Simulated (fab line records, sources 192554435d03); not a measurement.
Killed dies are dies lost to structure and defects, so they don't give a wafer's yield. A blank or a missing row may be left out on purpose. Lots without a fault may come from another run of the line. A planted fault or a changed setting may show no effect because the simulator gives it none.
One fault seen from 2 desks | flow n5_finfet | each desk has only its own numbers; what lay behind them comes last

THE TOOL OWNER'S DESK: litho_track-05
The tool's own readings at N5_BEOL_M13_PEB_26 (peb time 90 s): means of the sampled wafers that have a number, for each lot that ran on this tool. A lot is out of limits, marked OUT, if its mean lies more than 4 standard deviations from the usual mean; the brackets give that distance.
Columns: A = chill_plate_temp_C at N5_BEOL_M13_PEB_26, usual 23.00 C
lot  | first seen here | A
L781 | day 10 17:16    | 23.03
L782 | day 10 23:25    | 23.08
L784 | day 11 09:24    | 23.21
L786 | day 12 03:02    | 23.05
L787 | day 12 19:16    | 22.95
This desk's finding: nothing out of limits on any of the 5 lots.

THE METROLOGY DESK
What the gauges read, lot by lot, whatever tool the lot ran on: means of the sampled wafers that have a number. A lot is out of limits, marked OUT, if its mean lies more than 4 standard deviations from the usual mean; the brackets give that distance.
Columns: A = cd_nm at N5_BEOL_M13_CD_MEAS_17, usual 190.3 nm; B = cd_nm at N5_BEOL_M13_CD_MEAS_28, usual 209.1 nm
lot  | first seen here | A     | B
L780 | day 10 16:20    | 188.6 | 208.6
L781 | day 10 16:56    | 192.1 | 209.3
L782 | day 10 23:12    | 190.8 | 209.3
L784 | day 11 09:04    | 190.9 | 214.0 (+4.5) OUT
L786 | day 12 02:41    | 190.1 | 211.9
L787 | day 12 18:56    | 189.6 | 215.6 (+5.9) OUT
L788 | day 13 02:48    | 191.0 | 210.3
L789 | day 13 13:18    | 189.0 | 208.7
L792 | day 14 02:52    | 191.8 | 208.5
L797 | day 15 22:46    | 187.7 | 208.4
L799 | day 15 23:04    | 194.0 | 210.5
This desk's finding: out of limits on L784, L787; first on L784, day 11 09:31 (cd_nm at N5_BEOL_M13_CD_MEAS_28). In limits: L780, L781, L782, L786, L788, L789, L792, L797, L799.

PUT TOGETHER
The metrology desk could have raised an alarm at day 11 09:31, on L784, L787.
The tool owner's desk saw nothing out of limits.
The tool owner's desk has L784, L787 on record, within its limits.
Of the lots named, all ran N5_BEOL_M13_PEB_26 on litho_track-05.

WHAT THE SIMULATOR HAD PUT IN
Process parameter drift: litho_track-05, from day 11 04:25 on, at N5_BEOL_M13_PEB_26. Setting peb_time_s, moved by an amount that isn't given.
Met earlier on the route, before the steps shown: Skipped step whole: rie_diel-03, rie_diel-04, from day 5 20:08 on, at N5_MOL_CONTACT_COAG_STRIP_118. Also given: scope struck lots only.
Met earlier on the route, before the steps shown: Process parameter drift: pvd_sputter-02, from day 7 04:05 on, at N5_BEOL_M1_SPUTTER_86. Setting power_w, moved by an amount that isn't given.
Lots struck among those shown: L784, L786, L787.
Hours from the fault's start to each desk's first reading out of limits: the metrology desk, 5.
